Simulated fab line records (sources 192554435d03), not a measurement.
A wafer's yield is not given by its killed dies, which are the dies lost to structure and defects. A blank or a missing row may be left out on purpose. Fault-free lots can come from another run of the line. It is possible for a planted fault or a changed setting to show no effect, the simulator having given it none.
Chamber matching | flow n5_finfet | pecvd-03 running N5_BEOL_M12_ILD_DEP_00: 3 sister chambers
The step deposits SiOC from DEMS/O2, target thk 658.92 nm, time 130.7 s. 3 wafers are shown with their chamber, then 8 later ones without.

## WAFERS, EACH WITH ITS CHAMBER
wafer  | chamber | heater_power_w (W)
L083.4 | 2       | 665
L084.4 | 0       | 484
L086.1 | 1       | 537

## WAFERS WHOSE CHAMBER IS MISSING
wafer  | heater_power_w (W)
L086.2 | 706
L086.3 | 396
L094.2 | 492
L094.3 | 619
L094.5 | 661
L097.1 | 596
L097.4 | 619
L097.5 | 617

## EACH ONE'S CHAMBER
wafer  | from the rows above          | in truth
L086.2 | 2                            | 2
L086.3 | can't be placed: 0 or 1      | 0
L094.2 | can't be placed: 0 or 1      | 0
L094.3 | can't be placed: 2 or 1 or 0 | 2
L094.5 | 2                            | 2
L097.1 | can't be placed: 1 or 2 or 0 | 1
L097.4 | can't be placed: 2 or 1 or 0 | 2
L097.5 | can't be placed: 2 or 1 or 0 | 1
Correct placement for 2 of the 8. These rows do not allow placing 6 (true chamber among the candidates in 6). Placed wrongly: 0.
How it was worked out, from the rows above alone: a wafer's distance from a chamber is the root of the sum, over the readings, of the square of ((its reading less the chamber's mean) divided by the reading's scatter). If the next closest chamber is less than 2 further off than the closest, the wafer can't be placed; otherwise it belongs to the closest. A chamber's mean is the mean of its shown wafers. The scatter (one wafer shown for each chamber): square how far every hidden wafer sits from the nearest shown wafer, average those squares and take the square root.
